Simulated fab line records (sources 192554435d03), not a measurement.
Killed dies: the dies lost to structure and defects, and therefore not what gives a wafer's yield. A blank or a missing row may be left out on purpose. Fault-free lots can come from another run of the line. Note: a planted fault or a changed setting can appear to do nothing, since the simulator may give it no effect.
Matching of chambers / flow n5 finfet / 4 sister chambers for N5_GATE_CUT_CMP_23 on cmp-03
The step polishes, stops on SiO2, t overpolish 23.4 s, target thk 16 nm. 4 wafers are shown with their chamber, then 9 later ones without.

== WAFERS, EACH WITH ITS CHAMBER ==
wafer=L085.2; chamber=2; motor current A (A)=8.4
wafer=L088.2; chamber=1; motor current A (A)=8.1
wafer=L088.4; chamber=3; motor current A (A)=8.2
wafer=L088.5; chamber=0; motor current A (A)=9.9

== WAFERS WITH NO CHAMBER GIVEN ==
wafer=L091.3; motor current A (A)=10.2
wafer=L091.5; motor current A (A)=8.2
wafer=L091.6; motor current A (A)=10.2
wafer=L094.1; motor current A (A)=8.1
wafer=L094.5; motor current A (A)=8.1
wafer=L094.6; motor current A (A)=10.6
wafer=L095.1; motor current A (A)=9.9
wafer=L095.4; motor current A (A)=7.7
wafer=L095.5; motor current A (A)=8.4

== CHAMBER TAKEN BY EACH ==
wafer=L091.3; from the rows above=0; in truth=0
wafer=L091.5; from the rows above=can't be placed: 3 or 1 or 2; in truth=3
wafer=L091.6; from the rows above=0; in truth=0
wafer=L094.1; from the rows above=can't be placed: 1 or 3 or 2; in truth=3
wafer=L094.5; from the rows above=can't be placed: 1 or 3 or 2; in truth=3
wafer=L094.6; from the rows above=0; in truth=0
wafer=L095.1; from the rows above=0; in truth=0
wafer=L095.4; from the rows above=can't be placed: 1 or 3 or 2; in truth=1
wafer=L095.5; from the rows above=can't be placed: 2 or 3 or 1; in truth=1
Correctly placed: 4 of 9. Can't be placed from these rows: 5 (the true chamber is among the candidates in 5). 0 placed wrongly.
How it was worked out, from the rows above alone: a wafer's distance from a chamber is the root of the sum, over the readings, of the square of ((its reading less the chamber's mean) divided by the reading's scatter). The wafer belongs to the nearest chamber; if the next one is less than 2 further off, it can't be placed. Each chamber's mean is taken over the wafers shown for it. The scatter: with one shown wafer a chamber, the root of the mean of the squares of how far each hidden wafer lies from its nearest shown one.
